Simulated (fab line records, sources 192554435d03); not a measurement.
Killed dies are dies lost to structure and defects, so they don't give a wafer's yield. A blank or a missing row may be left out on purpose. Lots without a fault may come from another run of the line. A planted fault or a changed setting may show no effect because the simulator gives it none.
Which tool did it? | flow n5_finfet | 9 lots, 27 wafers sampled, at 6 steps of a route of 1938

WHAT THE GAUGES READ, wafer by wafer
N5_SDB_INSPECT_13: inspects for defects (brightfield).
lot  | measured    | on                | raw_defect_count
L951 | day 4 18:05 | defect_inspect-02 | 108 40 84
L952 | day 4 22:25 | defect_inspect-02 | 97 112 66
L953 | day 5 03:38 | defect_inspect-01 | 124 94 94
L954 | day 5 11:59 | defect_inspect-02 | 115 116 188
L961 | day 7 04:17 | defect_inspect-02 | 62 92 76
L962 | day 7 11:26 | defect_inspect-01 | 81 66 81
L965 | day 8 06:50 | defect_inspect-02 | 90 56 46
L969 | day 9 08:03 | defect_inspect-01 | 37 48 59
L970 | day 9 10:56 | defect_inspect-01 | 68 89 50

N5_HKMG_FIN_INSPECT_14: inspects for defects (macro).
lot  | measured    | on                | raw_defect_count
L951 | day 5 04:02 | defect_inspect-02 | 3 3 1
L952 | day 5 07:20 | defect_inspect-01 | 18 13 25
L953 | day 5 13:34 | defect_inspect-02 | 22 20 23
L954 | day 5 21:19 | defect_inspect-01 | 4 1 1
L961 | day 7 13:31 | defect_inspect-02 | 4 1 0
L962 | day 7 20:49 | defect_inspect-01 | 3 2 2
L965 | day 8 16:23 | defect_inspect-01 | 3 1 2
L969 | day 9 17:25 | defect_inspect-02 | 1 1 1
L970 | day 9 19:52 | defect_inspect-01 | 4 1 2

N5_BEOL_M4_RC_MEAS_101.
lot  | measured     | on        | DIBL_N (mV/V)  | DIBL_P (mV/V)  | IOFF_N (nA/um) | IOFF_P (nA/um) | ION_N (uA/um) | ION_P (uA/um) | SS_N (mV/dec)  | SS_P (mV/dec)  | VT_N (mV)   | VT_P (mV)
L951 | day 8 11:29  | prober-01 | 38.7 37.9 39.3 | 39.2 38.7 41.2 | 0.19 0.18 0.21 | 0.25 0.24 0.31 | 684 680 684   | 468 468 468   | 71.9 72.0 72.5 | 74.3 73.4 74.8 | 246 245 245 | -246 -248 -247
L954 | day 9 15:49  | prober-02 | 39.7 41.1 41.0 | 40.3 40.2 41.1 | 0.22 0.22 0.23 | 0.27 0.25 0.27 | 696 664 691   | 471 456 469   | 72.1 71.5 72.2 | 74.9 73.9 74.3 | 244 246 244 | -250 -250 -247
L961 | day 11 14:58 | prober-01 | 37.3 34.7 36.9 | 36.9 34.5 37.7 | 0.17 0.13 0.17 | 0.24 0.22 0.27 | 691 666 687   | 473 471 484   | 71.6 71.1 71.4 | 73.0 72.8 72.6 | 249 249 248 | -243 -247 -244
L962 | day 11 03:20 | prober-01 | 38.5 36.3 38.6 | 37.9 34.9 39.1 | 0.19 0.14 0.19 | 0.23 0.18 0.26 | 677 656 683   | 463 455 467   | 71.9 71.9 71.8 | 73.2 72.3 73.4 | 249 252 246 | -249 -253 -248
L965 | day 12 16:10 | prober-02 | 34.0 36.2 34.6 | 33.7 35.2 33.4 | 0.13 0.15 0.14 | 0.19 0.20 0.17 | 664 652 659   | 458 452 455   | 70.4 71.9 71.2 | 73.1 73.1 73.2 | 252 252 250 | -252 -254 -253
L969 | day 13 15:09 | prober-02 | 34.2 34.4 36.8 | 34.1 35.3 37.6 | 0.13 0.13 0.17 | 0.16 0.18 0.21 | 643 671 685   | 441 459 456   | 72.1 71.4 72.5 | 72.9 73.7 74.1 | 254 253 248 | -256 -255 -252
L970 | day 13 16:32 | prober-01 | 37.5 37.0 37.4 | 38.1 37.6 38.8 | 0.20 0.18 0.21 | 0.27 0.27 0.29 | 678 678 691   | 460 468 465   | 72.5 71.6 72.0 | 73.3 73.6 72.6 | 244 248 245 | -244 -244 -242

WHICH TOOL RAN EACH LOT (tool, then ch and the chambers of the sampled wafers, then the start)
lot  | N5_DUMMY_REMOVAL_HM_STRIP_01      | N5_HKMG_FIN_STRIP_57              | N5_HKMG_FIN_ALD_36
L951 | rie_diel-02 ch 1,2,3, day 4 23:03 | rie_diel-05 ch 0,1,2, day 5 00:55 | ald_metal-02 ch 0,1, day 5 02:50
L952 | rie_diel-03 ch 0,1, day 5 02:20   | rie_diel-05 ch 1,2, day 5 04:24   | ald_metal-01 ch 0,2,3, day 5 06:15
L953 | rie_diel-06 ch 1,3, day 5 08:06   | rie_diel-05 ch 1,3, day 5 10:37   | ald_metal-01 ch 0,2,3, day 5 12:29
L954 | rie_diel-03 ch 0,1,2, day 5 16:01 | rie_diel-05 ch 0,1,2, day 5 18:14 | ald_metal-03 ch 1,2, day 5 20:05
L961 | rie_diel-06 ch 1,3, day 7 08:22   | rie_diel-04 ch 2,3, day 7 10:20   | ald_metal-03 ch 1,3, day 7 12:19
L962 | rie_diel-02 ch 0,3, day 7 15:49   | rie_diel-01 ch 0,1, day 7 17:46   | ald_metal-02 ch 0,1,3, day 7 19:36
L965 | rie_diel-03 ch 1,2,3, day 8 11:22 | rie_diel-04 ch 1,2,3, day 8 13:20 | ald_metal-03 ch 0,1, day 8 15:10
L969 | rie_diel-02 ch 2,3, day 9 12:05   | rie_diel-01 ch 1,2, day 9 14:14   | ald_metal-01 ch 0,3, day 9 16:13
L970 | rie_diel-06 ch 0,1,3, day 9 14:56 | rie_diel-01 ch 0,1,2, day 9 16:55 | ald_metal-01 ch 2,3, day 9 18:47
- N5_DUMMY_REMOVAL_HM_STRIP_01: strips SiNx in CH3F/O2, stops on poly-Si, target depth 4 nm, time 6.8 s.
- N5_HKMG_FIN_STRIP_57: strips in CF4.
- N5_HKMG_FIN_ALD_36: deposits TiN, target thk 1 nm, pulse time 1 s, purge time 3 s.

WHAT THE TOOLS THEMSELVES READ (means of the sampled wafers that have a number; where no wafer has one, the mark that the record gives instead)
N5_DUMMY_REMOVAL_HM_STRIP_01.
lot  | tool        | CH3F_flow_sccm (sccm) | O2_flow_sccm (sccm) | drypump_motor_current_A (A) | oes_product_au (a.u.) | rf_vpp_V (V) | showerhead_plenum_p_Torr (Torr) | throttle_valve_pct (%)
L951 | rie_diel-02 | 30.01                 | 19.98               | 6.02                        | 0.63                  | 128.2        | 2.04                            | 16.16
L952 | rie_diel-03 | 29.95                 | 19.98               | 5.56                        | 0.60                  | 126.6        | 1.97                            | 16.59
L953 | rie_diel-06 | 29.89                 | 20.00               | 6.02                        | 0.63                  | 127.4        | 2.02                            | 16.45
L954 | rie_diel-03 | 29.98                 | 20.00               | 5.76                        | 0.62                  | 127.2        | 1.98                            | 16.45
L961 | rie_diel-06 | 30.07                 | 19.99               | 6.02                        | 0.62                  | 127.9        | 2.01                            | 16.48
L962 | rie_diel-02 | 30.00                 | 19.97               | 5.94                        | 0.76                  | 127.0        | 1.96                            | 16.01
L965 | rie_diel-03 | 30.01                 | 19.97               | 5.78                        | 0.60                  | 127.9        | 2.02                            | 16.41
L969 | rie_diel-02 | 29.96                 | 19.97               | 6.00                        | 0.64                  | 127.0        | 2.00                            | 16.16
L970 | rie_diel-06 | 30.00                 | 19.98               | 6.02                        | 0.61                  | 127.4        | 2.03                            | 16.39

N5_HKMG_FIN_STRIP_57.
lot  | tool        | bias_power_w (W) | cf4_flow_sccm (sccm) | drypump_motor_current_A (A) | oes_product_au (a.u.) | rf_vpp_V (V) | showerhead_plenum_p_Torr (Torr) | throttle_valve_pct (%)
L951 | rie_diel-05 | 75.34            | 149.9                | 5.8                         | 0.77                  | 271.3        | 1.77                            | 13.43
L952 | rie_diel-05 | -                | -                    | -                           | -                     | -            | -                               | -
L953 | rie_diel-05 | -                | -                    | -                           | -                     | -            | -                               | -
L954 | rie_diel-05 | 74.91            | 150.3                | 5.9                         | 0.76                  | 270.5        | 1.77                            | 13.44
L961 | rie_diel-04 | 74.83            | 149.7                | 5.0                         | 0.71                  | 271.3        | 1.82                            | 13.75
L962 | rie_diel-01 | 75.18            | 149.7                | 4.8                         | 0.88                  | 271.5        | 1.80                            | 13.47
L965 | rie_diel-04 | 74.86            | 149.5                | 5.2                         | 0.79                  | 271.9        | 1.83                            | 13.52
L969 | rie_diel-01 | 75.20            | 150.1                | 5.8                         | 0.69                  | 271.0        | 1.78                            | 13.78
L970 | rie_diel-01 | 75.04            | 149.7                | 5.3                         | 0.76                  | 271.6        | 1.79                            | 13.65

N5_HKMG_FIN_ALD_36.
lot  | tool         | heater_power_outer_w (W) | heater_power_w (W) | precursor_pulse_height_rel
L951 | ald_metal-02 | 530                      | 909                | 0.996
L952 | ald_metal-01 | 578                      | 947                | 0.995
L953 | ald_metal-01 | 571                      | 937                | 1.012
L954 | ald_metal-03 | 504                      | 812                | 1.006
L961 | ald_metal-03 | 553                      | 959                | 1.005
L962 | ald_metal-02 | 526                      | 871                | 1.014
L965 | ald_metal-03 | 523                      | 879                | 0.978
L969 | ald_metal-01 | 580                      | 956                | 0.984
L970 | ald_metal-01 | 553                      | 905                | 1.000

THE ANSWER, worked out from the rows above alone
Rule: what is usual is taken from the lots themselves. Put in order of their means at a reading, lots are off if they are a third of the lots or fewer, leave a main group of 4 or more, and stand apart from it by a gap of 3 or more times the standard deviation of the main group's means; of several such gaps the widest counts. A main group whose means are all the same, to the digits that the tables above print for the reading, isn't used. A lot without any number at a reading at which 4 lots or more have one is off too. The other lots that the step has rows for count as sound. The gauges are gone through in route order, then the tools' own readings, and for those a lot's mean is taken as printed above. The first step at which some lot is off is used, and at that step the reading that is off furthest; a lot without a number counts as furthest.
Off: L952, L953, at N5_HKMG_FIN_INSPECT_14 (raw_defect_count). The main group: mean 2.0, standard deviation 0.45.
A tool fits if, at a process step before that reading, it ran every lot that is off, and no sound lot after the first of them. The gauges at N5_HKMG_FIN_INSPECT_14 aren't tried: what is off there is off at N5_HKMG_FIN_STRIP_57 too, on other tools, and a gauge's error can't cause that. None of those tried fits.

WHAT THE SIMULATOR HAD PUT IN
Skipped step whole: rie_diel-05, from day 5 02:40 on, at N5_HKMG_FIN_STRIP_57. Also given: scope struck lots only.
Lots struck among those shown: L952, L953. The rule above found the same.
